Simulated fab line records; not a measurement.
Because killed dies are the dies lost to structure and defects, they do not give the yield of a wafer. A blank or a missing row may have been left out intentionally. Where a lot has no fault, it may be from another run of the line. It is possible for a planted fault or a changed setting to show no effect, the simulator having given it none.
fab line records    flow n5Finfet
record: lots: 24  wafers: 72  lastDay: 18
route steps=1938 shown BEOL_M4@1100 BEOL_M5@1162
lots that met no fault: from a run of the same line without faults
startH: start of the lot's first displayed wafer, in hours after the record's first day    waitH: hours from the lot's prior step to this one    " the same as in the row above    L1.1+2: a row that stands for several wafers    - value missing, or start not given    * or withheld: withheld    < > ~ a bound
route shown NAME@n: names a module that has steps shown in the file, with the first one's number in the route    usual: mean/standard deviation taken from wafers without a fault    same: alike in all rows    chamber/n: place in a boat    sites: each site's reading    _std_site: how widely they spread, as a standard deviation    _edge_site: inner sites' mean taken away from outer sites' mean    radiusMm: how far each site lies from the wafer's centre    mask NAME#n: copy n    behind: the last tool/chamber to shape the wafer    hold: what put the lot on hold/how long, in hours/how the hold closed    device: whichever transistor did not switch (one of n, p or np)    end of line: at the end of the route, the tests of the same wafers    where a step has no rows: the recipe by itself    killed: dies that structure and defects cost at the first sort, which is not the same as the wafer's yield    map: a wafer's dies, x killed, . not, _ none there
set.NAME: the setting as run; set.NAME@STEP: as run at that earlier step    model.NAME: the simulator's own value behind a step, which no gauge read
the route's steps for a sample of lots (tables are steps, rows are wafers)
services: the hour from which a tool's chamber was out of use, counted from the record's first day as startH (under 0 if before that day), plus the number of hours and why
== steps ==
step: N5_BEOL_M4_SPUTTER_96
recipe: material: Cu  targetThkA: 45  tempC: -20  chamberPressurePa: 0.07  powerW: withheld  timeS: 8.29
usual: chuckGasFlowSccm: 1.26/0.057  throttleValvePct: 29.7/1
same: timeS: 8.29
lot.wafer  tool           chamber  startH  waitH  chuckGasFlowSccm  throttleValvePct
L074.1     pvdSputter-03  -        168.02  0.1    1.27              29.5
L074.2     "              -        "       "      1.12              27.7
L074.3     "              -        "       "      1.21              31.3
L077.3     pvdSputter-01  -        180.77  0.1    1.24              28.4
L077.4     "              -        "       "      1.22              30.4
L077.6     "              -        "       "      1.25              31.4
L076.3     pvdSputter-03  -        184.64  0.1    1.22              31.2
L076.4     "              -        "       "      1.26              29.9
L076.6     "              -        "       "      1.30              31.2
L075.3     pvdSputter-03  -        190.88  0.1    1.21              27.8
L075.4     "              -        "       "      1.24              29.2
L075.6     "              -        "       "      1.28              30.2
L078.2     pvdSputter-02  -        194.29  0.1    1.28              28.8
L078.4     "              -        "       "      1.30              30.3
L078.5     "              -        "       "      1.29              30.0
L080.1     pvdSputter-01  -        195.74  0.1    1.26              30.3
L080.4     "              -        "       "      1.26              28.6
L080.6     "              -        "       "      1.17              29.0
L079.3     pvdSputter-02  -        196.17  0.1    1.30              29.9
L079.4     "              -        "       "      1.21              29.7
L079.6     "              -        "       "      1.27              30.0
L081.1     pvdSputter-01  -        199.06  0.1    1.22              28.9
L081.2     "              -        "       "      1.24              31.4
L081.5     "              -        "       "      1.33              30.4
L082.1     pvdSputter-01  -        211.14  0.1    1.27              30.8
L082.4     "              -        "       "      1.22              28.3
L082.5     "              -        "       "      1.35              29.0
L083.1     pvdSputter-02  -        220.82  0.1    1.20              30.6
L083.2     "              -        "       "      1.34              29.7
L083.5     "              -        "       "      1.30              29.5
L085.2     pvdSputter-02  -        230.65  0.1    1.27              29.6
L085.4     "              -        "       "      1.38              28.6
L085.6     "              -        "       "      1.25              30.2
L086.1     pvdSputter-03  -        239.77  0.1    1.31              29.3
L086.2     "              -        "       "      1.35              28.0
L086.4     "              -        "       "      1.21              29.6
L084.1     pvdSputter-03  -        247.41  0.1    1.24              30.0
L084.5     "              -        "       "      1.41              27.7
L084.6     "              -        "       "      1.26              29.8
L087.1     pvdSputter-02  -        248.56  0.1    1.28              30.6
L087.2     "              -        "       "      1.37              29.9
L087.6     "              -        "       "      1.26              29.7
L088.2     pvdSputter-01  -        248.56  0.1    1.29              30.1
L088.5     "              -        "       "      1.32              31.5
L088.6     "              -        "       "      1.30              28.3
L090.2     pvdSputter-01  -        251.67  0.1    1.22              31.4
L090.3     "              -        "       "      1.15              28.4
L090.4     "              -        "       "      1.25              28.8
L089.3     pvdSputter-03  -        255.97  0.1    1.23              29.2
L089.4     "              -        "       "      1.22              27.8
L089.5     "              -        "       "      1.28              31.2
L091.1     pvdSputter-01  -        269.83  0.1    1.19              28.9
L091.3     "              -        "       "      1.24              28.3
L091.4     "              -        "       "      1.24              31.5
L092.2     pvdSputter-02  -        277.98  0.1    1.29              30.3
L092.5     "              -        "       "      1.29              29.7
L092.6     "              -        "       "      1.18              30.1
L093.1     pvdSputter-03  -        284.83  0.1    1.22              29.8
L093.2     "              -        "       "      1.26              31.1
L093.3     "              -        "       "      1.21              29.4
L094.4     pvdSputter-02  -        287.88  0.1    1.31              29.7
L094.5     "              -        "       "      1.23              29.9
L094.6     "              -        "       "      1.30              30.7
L095.2     pvdSputter-03  -        291.73  0.1    1.30              29.8
L095.4     "              -        "       "      1.31              29.3
L095.5     "              -        "       "      1.33              29.4
L096.1     pvdSputter-02  -        294.10  0.1    1.30              30.3
L096.2     "              -        "       "      1.26              28.8
L096.4     "              -        "       "      1.22              29.6
L097.4     pvdSputter-03  -        310.71  0.1    1.36              27.9
L097.5     "              -        "       "      1.15              29.7
L097.6     "              -        "       "      1.19              31.2
step: N5_BEOL_M5_STRIP_91
recipe: chemistry: N2/H2  timeS: 10  powerW: 450  tempC: 40  pressureMtorr: 20  rfFrequencyHz: 6e+07  biasPowerW: 7  n2FlowSccm: 200  h2FlowSccm: 200
usual: drypumpMotorCurrentA: 5.7/0.39  oesProductAu: 0.77/0.082  rfVppV: 59.2/0.9  showerheadPlenumPTorr: 2.55/0.099  throttleValvePct: 23.6/0.45
same: timeS: 10
lot.wafer  tool        chamber  startH  waitH  drypumpMotorCurrentA  oesProductAu  rfHoursCounterH  rfVppV  showerheadPlenumPTorr  throttleValvePct
L074.1     rieDiel-06  3        -       -      5.3                   0.84          62               58.1    2.67                   23.6
L074.2     "           2        "       "      5.2                   0.71          206              59.0    2.52                   24.0
L074.3     "           1        "       "      5.9                   0.87          41               59.3    2.57                   23.0
L077.3     rieDiel-01  1        -       -      5.8                   0.71          195              60.3    2.52                   23.3
L077.4     "           3        "       "      6.2                   0.89          49               59.1    2.47                   23.2
L077.6     "           0        "       "      5.2                   0.72          -                59.6    2.64                   23.9
L076.3     rieDiel-03  3        -       -      5.9                   0.69          242              60.8    2.64                   24.7
L076.4     "           0        "       "      5.3                   0.84          69               60.5    2.69                   23.5
L076.6     "           2        "       "      5.2                   0.76          -                57.9    2.44                   23.3
L075.3     rieDiel-03  3        -       -      5.9                   0.68          243              61.3    2.63                   24.7
L075.4     "           3        "       "      5.9                   0.69          -                59.4    2.63                   24.7
L075.6     "           1        "       "      6.0                   0.79          -                59.0    2.68                   23.1
L078.2     rieDiel-01  0        -       -      5.2                   0.71          180              60.3    2.64                   23.9
L078.4     "           3        "       "      6.2                   0.88          54               58.6    2.47                   23.2
L078.5     "           2        "       "      6.1                   0.69          -                59.1    2.40                   23.6
L080.1     rieDiel-01  0        -       -      5.2                   0.72          181              57.6    2.64                   23.8
L080.4     "           2        "       "      6.1                   0.69          225              59.4    2.40                   23.6
L080.6     "           1        "       "      5.8                   0.70          -                57.7    2.52                   23.3
L079.3     rieDiel-03  3        -       -      5.9                   0.68          245              60.1    2.63                   24.7
L079.4     "           1        "       "      6.0                   0.79          91               60.8    2.68                   23.1
L079.6     "           3        "       "      5.8                   0.68          -                61.2    2.63                   24.7
L081.1     rieDiel-06  3        -       -      5.3                   0.82          71               60.1    2.66                   23.6
L081.2     "           2        "       "      5.2                   0.71          216              59.1    2.52                   24.0
L081.5     "           2        "       "      5.2                   0.71          -                58.8    2.52                   24.0
L082.1     rieDiel-03  1        -       -      6.0                   0.79          94               57.9    2.67                   23.1
L082.4     "           0        "       "      5.3                   0.83          72               60.8    2.69                   23.5
L082.5     "           1        "       "      6.0                   0.79          -                58.5    2.67                   23.1
L083.1     rieDiel-03  0        -       -      5.3                   0.83          72               61.3    2.69                   23.5
L083.2     "           1        "       "      6.0                   0.79          95               58.9    2.67                   23.1
L083.5     "           3        "       "      5.9                   0.68          -                59.5    2.63                   24.7
L085.2     rieDiel-01  2        -       -      6.1                   0.69          235              59.6    2.39                   23.6
L085.4     "           1        "       "      5.8                   0.70          212              59.1    2.51                   23.3
L085.6     "           1        "       "      5.8                   0.69          -                59.7    2.51                   23.3
L086.1     rieDiel-01  3        -       -      6.2                   0.86          67               59.9    2.47                   23.2
L086.2     "           2        "       "      6.1                   0.69          239              58.5    2.39                   23.6
L086.4     "           0        "       "      5.2                   0.70          194              58.4    2.63                   23.9
L088.2     rieDiel-03  2        -       -      5.2                   0.74          186              59.2    2.44                   23.3
L088.5     "           2        "       "      5.2                   0.73          -                58.5    2.44                   23.3
L088.6     "           3        "       "      5.9                   0.97          -                59.4    2.63                   24.4
L084.1     rieDiel-01  0        -       -      5.2                   0.71          197              59.3    2.63                   23.9
L084.5     "           3        "       "      6.2                   0.85          -                61.1    2.46                   23.2
L084.6     "           0        "       "      5.2                   0.70          -                57.5    2.63                   23.9
L087.1     rieDiel-06  3        -       -      5.3                   0.82          87               58.9    2.66                   23.6
L087.2     "           1        "       "      5.9                   0.83          62               61.3    2.56                   23.1
L087.6     "           1        "       "      5.9                   0.84          -                59.6    2.56                   23.1
L090.2     rieDiel-01  2        -       -      6.1                   0.68          244              59.1    2.39                   23.6
L090.3     "           3        "       "      6.2                   0.85          72               57.1    2.46                   23.2
L090.4     "           1        "       "      5.8                   0.68          220              59.6    2.51                   23.3
L089.3     rieDiel-06  2        -       -      5.3                   0.69          235              60.0    2.51                   24.0
L089.4     "           3        "       "      5.3                   0.81          -                59.3    2.66                   23.6
L089.5     "           1        "       "      5.9                   0.84          -                57.9    2.56                   23.1
L091.1     rieDiel-01  2        -       -      6.1                   0.67          248              57.6    2.39                   23.6
L091.3     "           0        "       "      5.2                   0.69          -                58.4    2.63                   23.9
L091.4     "           2        "       "      6.1                   0.68          -                58.9    2.39                   23.6
L092.2     rieDiel-06  2        -       -      5.2                   0.69          242              58.5    2.51                   24.0
L092.5     "           0        "       "      5.8                   0.87          -                59.4    2.45                   23.3
L092.6     "           3        "       "      5.3                   0.80          -                59.9    2.65                   23.6
L093.1     rieDiel-01  1        -       -      5.8                   0.69          223              60.0    2.51                   23.3
L093.2     "           0        "       "      5.2                   0.69          210              58.2    2.63                   23.9
L093.3     "           3        "       "      6.2                   0.83          79               59.5    2.46                   23.2
L094.4     rieDiel-03  2        -       -      5.2                   0.73          198              58.9    2.43                   23.3
L094.5     "           0        "       "      5.3                   0.80          -                59.7    2.68                   23.5
L094.6     "           3        "       "      5.9                   0.92          -                59.7    2.63                   24.5
L095.2     rieDiel-01  1        -       -      5.8                   0.68          227              60.4    2.50                   23.3
L095.4     "           3        "       "      6.3                   0.82          -                58.3    2.46                   23.3
L095.5     "           1        "       "      5.8                   0.68          -                58.6    2.50                   23.3
L096.1     rieDiel-03  1        -       -      6.0                   0.77          119              58.1    2.66                   23.2
L096.2     "           3        "       "      5.9                   0.92          16               59.4    2.62                   24.4
L096.4     "           0        "       "      5.3                   0.80          97               58.2    2.68                   23.5
L097.4     rieDiel-01  2        -       -      6.1                   1.01          1                60.3    2.71                   23.4
L097.5     "           3        "       "      6.2                   0.83          -                60.0    2.46                   23.3
L097.6     "           2        "       "      6.1                   1.01          -                61.0    2.71                   23.4
step: N5_BEOL_M5_CURE_80
recipe: tempC: 370  timeS: 120  ambient: DMADMS/He  material: SiCOH_lowk
usual: lampPowerPct: 52.32/0.061  wafer_temp_C_max: 371.9/0.68
same: timeS: 120
lot.wafer  tool       chamber  startH  waitH  lampPowerPct  wafer_temp_C_max
L074.1     uvCure-01  0        177.07  0.0    52.24         370.9
L074.2     "          0        "       "      52.43         371.3
L074.3     "          0        "       "      52.33         371.2
L077.3     uvCure-03  2        187.34  0.1    52.35         372.6
L077.4     "          2        "       "      52.36         372.2
L077.6     "          2        "       "      52.32         374.0
L076.3     uvCure-01  2        190.61  0.1    52.33         372.5
L076.4     "          2        "       "      52.36         372.1
L076.6     "          2        "       "      52.27         372.2
L075.3     uvCure-02  1        196.29  0.1    52.26         371.8
L075.4     "          1        "       "      52.32         371.5
L075.6     "          1        "       "      52.33         371.8
L078.2     uvCure-02  0        200.80  0.1    52.32         372.0
L078.4     "          0        "       "      52.28         371.7
L078.5     "          0        "       "      52.20         371.9
L080.1     uvCure-01  1        202.81  0.0    52.30         371.8
L080.4     "          1        "       "      52.31         371.9
L080.6     "          1        "       "      52.30         372.5
L079.3     uvCure-01  1        203.21  0.3    52.32         371.9
L079.4     "          1        "       "      52.41         372.4
L079.6     "          1        "       "      52.31         372.4
L081.1     uvCure-03  2        208.36  0.2    52.26         372.8
L081.2     "          2        "       "      52.32         373.4
L081.5     "          2        "       "      52.36         373.9
L082.1     uvCure-02  2        216.45  0.0    52.42         371.7
L082.4     "          2        "       "      52.32         371.7
L082.5     "          2        "       "      52.32         371.3
L083.1     uvCure-01  2        226.43  0.0    52.36         371.3
L083.2     "          2        "       "      52.26         372.1
L083.5     "          2        "       "      52.38         372.1
L085.2     uvCure-03  1        236.53  0.1    52.26         372.6
L085.4     "          1        "       "      52.34         372.0
L085.6     "          1        "       "      52.34         372.9
L086.1     uvCure-03  1        246.63  0.0    52.27         371.7
L086.2     "          1        "       "      52.33         371.6
L086.4     "          1        "       "      52.35         372.2
L084.1     uvCure-03  1        255.29  0.0    52.24         372.3
L084.5     "          1        "       "      52.29         372.0
L084.6     "          1        "       "      52.30         372.7
L088.2     uvCure-01  1        255.32  0.1    52.38         372.3
L088.5     "          1        "       "      52.32         373.5
L088.6     "          1        "       "      52.37         372.8
L087.1     uvCure-02  0        256.17  0.0    52.28         372.4
L087.2     "          0        "       "      52.37         371.9
L087.6     "          0        "       "      52.33         372.0
L090.2     uvCure-02  2        261.68  0.1    52.35         372.0
L090.3     "          2        "       "      52.40         371.4
L090.4     "          2        "       "      52.27         371.2
L089.3     uvCure-01  0        265.11  0.1    52.18         371.1
L089.4     "          0        "       "      52.30         370.5
L089.5     "          0        "       "      52.39         370.9
L091.1     uvCure-02  0        276.88  0.0    52.32         372.0
L091.3     "          0        "       "      52.33         371.8
L091.4     "          0        "       "      52.40         372.0
L092.2     uvCure-03  0        285.35  0.1    52.27         371.3
L092.5     "          0        "       "      52.29         371.5
L092.6     "          0        "       "      52.30         371.8
L093.1     uvCure-01  2        291.52  0.0    52.22         372.0
L093.2     "          2        "       "      52.26         371.8
L093.3     "          2        "       "      52.28         372.0
L094.4     uvCure-03  2        294.28  0.2    52.34         373.1
L094.5     "          2        "       "      52.31         372.8
L094.6     "          2        "       "      52.32         372.4
L095.2     uvCure-01  0        299.34  0.3    52.24         371.0
L095.4     "          0        "       "      52.43         371.1
L095.5     "          0        "       "      52.40         371.0
L096.1     uvCure-03  0        301.09  0.0    52.29         372.0
L096.2     "          0        "       "      52.29         371.7
L096.4     "          0        "       "      52.32         371.2
L097.4     uvCure-02  1        317.02  0.2    52.25         371.3
L097.5     "          1        "       "      52.39         371.4
L097.6     "          1        "       "      52.37         371.6
step: N5_BEOL_M5_ALD_86
recipe: material: TaN  targetThkA: *  tempC: 275  aldPrecursorFamily: PDMAT  aldCoReactant: NH3  pressureTorr: 3  carrierFlowSccm: 1500  pulseTimeS: 2  purgeTimeS: 3  coReactantPurgeTimeS: 2  coReactantPulseTimeS: 3  aldCycles: 30  precursorVesselTempC: 75  precursorVesselPressureTorr: 26.25  precursorVesselCarrierSccm: 1000
usual: heaterPowerW: 430/45  mfcCarrierSccm: 1500/4.7  precursorVesselCarrierSccm: 1000.2/2.9
lot.wafer  tool         chamber  startH  waitH  heaterPowerW  mfcCarrierSccm  precursorVesselCarrierSccm
L074.1     aldMetal-01  0        177.66  0.1    353           1505            998.5
L074.2     "            1        "       "      475           1492            1001.1
L074.3     "            2        "       "      456           1502            1007.2
L077.3     aldMetal-04  1        187.72  0.0    394           1506            1002.3
L077.4     "            0        "       "      441           1496            1000.7
L077.6     "            0        "       "      449           1499            995.6
L076.3     aldMetal-01  0        191.21  0.1    356           1495            1005.0
L076.4     "            1        "       "      487           1498            996.4
L076.6     "            3        "       "      429           1499            1002.8
L075.3     aldMetal-01  3        196.68  0.0    426           1496            1001.6
L075.4     "            1        "       "      492           1501            997.6
L075.6     "            2        "       "      455           1502            1000.2
L078.2     aldMetal-01  0        201.44  0.2    362           1509            998.3
L078.4     "            2        "       "      464           1501            1002.2
L078.5     "            2        "       "      455           1509            997.6
L080.1     aldMetal-01  3        203.90  0.0    417           1493            1001.8
L080.4     "            2        "       "      447           1500            995.3
L080.6     "            0        "       "      358           1503            999.9
L079.3     aldMetal-04  0        204.08  0.1    442           1495            999.6
L079.4     "            1        "       "      389           1495            996.4
L079.6     "            0        "       "      446           1501            1004.3
L081.1     aldMetal-02  2        208.83  0.0    409           1503            998.2
L081.2     "            0        "       "      370           1498            1002.0
L081.5     "            2        "       "      408           1500            1002.5
L082.1     aldMetal-04  0        216.88  0.0    467           1496            1002.3
L082.4     "            3        "       "      442           1502            1000.2
L082.5     "            3        "       "      440           1499            994.7
L083.1     aldMetal-01  0        227.27  0.0    357           1506            999.7
L083.2     "            3        "       "      425           1505            998.9
L083.5     "            2        "       "      453           1501            1003.6
L085.2     aldMetal-04  3        236.95  0.0    431           1492            1001.9
L085.4     "            1        "       "      389           1499            997.7
L085.6     "            3        "       "      430           1499            998.4
L086.1     aldMetal-04  3        247.70  0.0    444           1494            1002.7
L086.2     "            0        "       "      451           1497            1004.7
L086.4     "            2        "       "      506           1502            1007.4
L088.2     aldMetal-04  0        256.25  0.0    451           1496            1001.7
L088.5     "            2        "       "      508           1508            997.9
L088.6     "            3        "       "      437           1494            1000.7
L084.1     aldMetal-02  3        256.40  0.1    416           1491            1000.3
L084.5     "            1        "       "      381           1502            993.8
L084.6     "            2        "       "      402           1506            998.2
L087.1     aldMetal-04  3        256.77  0.1    433           1498            998.5
L087.2     "            2        "       "      505           1502            1003.4
L087.6     "            2        "       "      505           1494            1005.6
L090.2     aldMetal-04  3        262.16  0.1    428           1500            1003.3
L090.3     "            1        "       "      381           1496            999.4
L090.4     "            0        "       "      453           1493            997.9
L089.3     aldMetal-01  2        265.87  0.1    452           1503            996.8
L089.4     "            1        "       "      484           1505            1000.1
L089.5     "            0        "       "      346           1504            995.9
L091.1     aldMetal-01  0        277.34  0.0    367           1503            1001.2
L091.3     "            2        "       "      458           1506            1006.0
L091.4     "            1        "       "      486           1501            1002.0
L092.2     aldMetal-01  3        285.78  0.1    422           1494            999.1
L092.5     "            3        "       "      424           1501            999.9
L092.6     "            0        "       "      346           1496            999.8
L093.1     aldMetal-01  0        291.99  0.0    351           1504            998.1
L093.2     "            1        "       "      479           1503            998.6
L093.3     "            3        "       "      429           1504            1001.1
L094.4     aldMetal-02  0        294.83  0.1    376           1503            994.4
L094.5     "            3        "       "      412           1504            1002.2
L094.6     "            0        "       "      374           1499            995.9
L095.2     aldMetal-01  3        300.02  0.0    414           1504            1002.3
L095.4     "            2        "       "      446           1500            1004.4
L095.5     "            1        "       "      474           1504            994.4
L096.1     aldMetal-04  2        302.74  0.0    494           1504            998.1
L096.2     "            3        "       "      434           1493            996.8
L096.4     "            0        "       "      447           1495            998.5
L097.4     aldMetal-04  1        318.34  0.0    388           1499            999.3
L097.5     "            0        "       "      445           1501            998.5
L097.6     "            1        "       "      389           1503            995.1
step: N5_BEOL_M5_SPUTTER_88
recipe: material: Cu  targetThkA: 150  tempC: -20  chamberPressurePa: 0.07  powerW: withheld  timeS: 27.62
usual: chuckGasFlowSccm: 1.25/0.053  throttleValvePct: 29.7/1.1
same: timeS: 27.62
lot.wafer  tool           chamber  startH  waitH  chuckGasFlowSccm  throttleValvePct
L074.1     pvdSputter-03  -        181.71  0.5    1.17              30.0
L074.2     "              -        "       "      1.26              29.5
L074.3     "              -        "       "      1.25              31.3
L077.3     pvdSputter-01  -        191.54  0.5    1.31              28.9
L077.4     "              -        "       "      1.27              30.4
L077.6     "              -        "       "      1.18              28.8
L076.3     pvdSputter-03  -        195.26  0.6    1.26              29.7
L076.4     "              -        "       "      1.26              31.1
L076.6     "              -        "       "      1.25              29.5
L075.3     pvdSputter-03  -        200.83  0.6    1.23              29.7
L075.4     "              -        "       "      1.22              31.0
L075.6     "              -        "       "      1.35              29.8
L078.2     pvdSputter-02  -        205.34  0.5    1.21              29.7
L078.4     "              -        "       "      1.21              30.3
L078.5     "              -        "       "      1.21              30.3
L080.1     pvdSputter-01  -        207.96  0.5    1.39              30.1
L080.4     "              -        "       "      1.29              28.4
L080.6     "              -        "       "      1.26              28.5
L079.3     pvdSputter-03  -        208.20  0.5    1.37              29.3
L079.4     "              -        "       "      1.21              29.8
L079.6     "              -        "       "      1.37              29.6
L081.1     pvdSputter-02  -        212.56  0.5    1.21              30.0
L081.2     "              -        "       "      1.27              30.2
L081.5     "              -        "       "      1.30              30.0
L082.1     pvdSputter-03  -        220.74  0.5    1.18              29.9
L082.4     "              -        "       "      1.26              28.0
L082.5     "              -        "       "      1.34              29.7
L083.1     pvdSputter-01  -        231.06  0.5    1.28              28.6
L083.2     "              -        "       "      1.30              28.1
L083.5     "              -        "       "      1.27              29.0
L085.2     pvdSputter-01  -        240.71  0.5    1.19              28.3
L085.4     "              -        "       "      1.16              31.2
L085.6     "              -        "       "      1.21              31.3
L086.1     pvdSputter-02  -        251.90  0.5    1.14              30.2
L086.2     "              -        "       "      1.27              30.5
L086.4     "              -        "       "      1.22              29.6
L084.1     pvdSputter-01  -        260.18  0.5    1.25              28.9
L084.5     "              -        "       "      1.22              30.3
L084.6     "              -        "       "      1.34              28.3
L088.2     pvdSputter-03  -        260.43  0.5    1.16              30.9
L088.5     "              -        "       "      1.25              27.9
L088.6     "              -        "       "      1.31              29.2
L087.1     pvdSputter-02  -        261.02  0.5    1.18              30.5
L087.2     "              -        "       "      1.21              29.6
L087.6     "              -        "       "      1.20              30.1
L090.2     pvdSputter-03  -        265.93  0.5    1.26              28.0
L090.3     "              -        "       "      1.20              29.7
L090.4     "              -        "       "      1.22              31.1
L089.3     pvdSputter-02  -        269.75  0.5    1.26              28.9
L089.4     "              -        "       "      1.24              29.8
L089.5     "              -        "       "      1.25              30.0
L091.1     pvdSputter-03  -        281.16  0.5    1.24              28.2
L091.3     "              -        "       "      1.27              29.8
L091.4     "              -        "       "      1.30              29.6
L092.2     pvdSputter-01  -        289.53  0.5    1.27              31.5
L092.5     "              -        "       "      1.22              30.1
L092.6     "              -        "       "      1.35              28.4
L093.1     pvdSputter-01  -        296.54  0.5    1.22              31.2
L093.2     "              -        "       "      1.27              28.7
L093.3     "              -        "       "      1.32              28.4
L094.4     pvdSputter-03  -        298.73  0.5    1.24              31.2
L094.5     "              -        "       "      1.23              29.4
L094.6     "              -        "       "      1.14              31.2
L095.2     pvdSputter-02  -        303.78  0.5    1.35              30.5
L095.4     "              -        "       "      1.29              29.7
L095.5     "              -        "       "      1.27              30.0
L096.1     pvdSputter-01  -        306.48  0.5    1.35              30.3
L096.2     "              -        "       "      1.17              31.4
L096.4     "              -        "       "      1.20              28.4
L097.4     pvdSputter-03  -        322.29  0.5    1.30              29.8
L097.5     "              -        "       "      1.33              27.8
L097.6     "              -        "       "      1.28              29.7
step: N5_BEOL_M5_ANNEAL_89
recipe: tempC: 400  timeS: 1800  ambient: vacuum
usual: heaterPowerW: 862/150
same: timeS: 1800
lot.wafer  tool           chamber  startH  waitH  heaterPowerW
L074.1     pvdSputter-03  -        181.79  0.0    841
L074.2     "              -        "       "      774
L074.3     "              -        "       "      677
L077.3     pvdSputter-01  -        191.62  0.0    865
L077.4     "              -        "       "      707
L077.6     "              -        "       "      855
L076.3     pvdSputter-03  -        195.35  0.0    833
L076.4     "              -        "       "      702
L076.6     "              -        "       "      773
L075.3     pvdSputter-03  -        200.92  0.0    839
L075.4     "              -        "       "      704
L075.6     "              -        "       "      843
L078.2     pvdSputter-02  -        205.42  0.0    939
L078.4     "              -        "       "      1023
L078.5     "              -        "       "      1040
L080.1     pvdSputter-01  -        208.04  0.0    710
L080.4     "              -        "       "      827
L080.6     "              -        "       "      852
L079.3     pvdSputter-03  -        208.28  0.0    775
L079.4     "              -        "       "      826
L079.6     "              -        "       "      844
L081.1     pvdSputter-02  -        212.64  0.0    1033
L081.2     "              -        "       "      1006
L081.5     "              -        "       "      1031
L082.1     pvdSputter-03  -        220.82  0.0    837
L082.4     "              -        "       "      1191
L082.5     "              -        "       "      769
L083.1     pvdSputter-01  -        231.14  0.0    835
L083.2     "              -        "       "      834
L083.5     "              -        "       "      864
L085.2     pvdSputter-01  -        240.79  0.0    814
L085.4     "              -        "       "      831
L085.6     "              -        "       "      820
L086.1     pvdSputter-02  -        251.98  0.0    1012
L086.2     "              -        "       "      1072
L086.4     "              -        "       "      947
L084.1     pvdSputter-01  -        260.26  0.0    831
L084.5     "              -        "       "      721
L084.6     "              -        "       "      820
L088.2     pvdSputter-03  -        260.51  0.0    690
L088.5     "              -        "       "      1163
L088.6     "              -        "       "      774
L087.1     pvdSputter-02  -        261.10  0.0    1027
L087.2     "              -        "       "      912
L087.6     "              -        "       "      1001
L090.2     pvdSputter-03  -        266.01  0.0    1179
L090.3     "              -        "       "      751
L090.4     "              -        "       "      719
L089.3     pvdSputter-02  -        269.83  0.0    696
L089.4     "              -        "       "      911
L089.5     "              -        "       "      1013
L091.1     pvdSputter-03  -        281.24  0.0    1180
L091.3     "              -        "       "      816
L091.4     "              -        "       "      785
L092.2     pvdSputter-01  -        289.61  0.0    819
L092.5     "              -        "       "      727
L092.6     "              -        "       "      855
L093.1     pvdSputter-01  -        296.62  0.0    794
L093.2     "              -        "       "      847
L093.3     "              -        "       "      857
L094.4     pvdSputter-03  -        298.81  0.0    693
L094.5     "              -        "       "      766
L094.6     "              -        "       "      679
L095.2     pvdSputter-02  -        303.86  0.0    1025
L095.4     "              -        "       "      928
L095.5     "              -        "       "      1065
L096.1     pvdSputter-01  -        306.56  0.0    714
L096.2     "              -        "       "      818
L096.4     "              -        "       "      808
L097.4     pvdSputter-03  -        322.37  0.0    836
L097.5     "              -        "       "      1153
L097.6     "              -        "       "      843
== services ==
tool           chamber  startH  hours  kind
uvCure-02      -        145.05  5.0    repair
pvdSputter-03  -        150.18  7.7    repair
uvCure-01      -        153.25  1.0    pm
uvCure-02      -        154.54  2.1    pm
aldMetal-01    0        167.88  -      calibration
aldMetal-02    -        174.68  8.7    pm
uvCure-02      -        176.50  7.5    pm
uvCure-01      -        177.37  3.4    pm
uvCure-03      -        191.02  2.1    pm
rieDiel-06     0        191.26  3.2    repair
rieDiel-03     0        195.40  6.6    repair
rieDiel-06     1        206.40  12.2   repair
aldMetal-02    1        206.93  17.4   repair
rieDiel-06     -        215.37  0.3    repair
rieDiel-03     3        218.34  1.6    repair
rieDiel-03     -        218.39  7.2    repair
aldMetal-02    3        220.36  5.6    repair
uvCure-02      -        225.05  0.6    repair
rieDiel-06     3        248.87  4.0    repair
aldMetal-01    -        253.21  8.7    pm
uvCure-03      -        258.81  7.5    pm
rieDiel-01     1        271.31  18.5   repair
rieDiel-01     2        282.41  8.8    repair
aldMetal-02    0        291.48  1.9    repair
== key ==
fault none
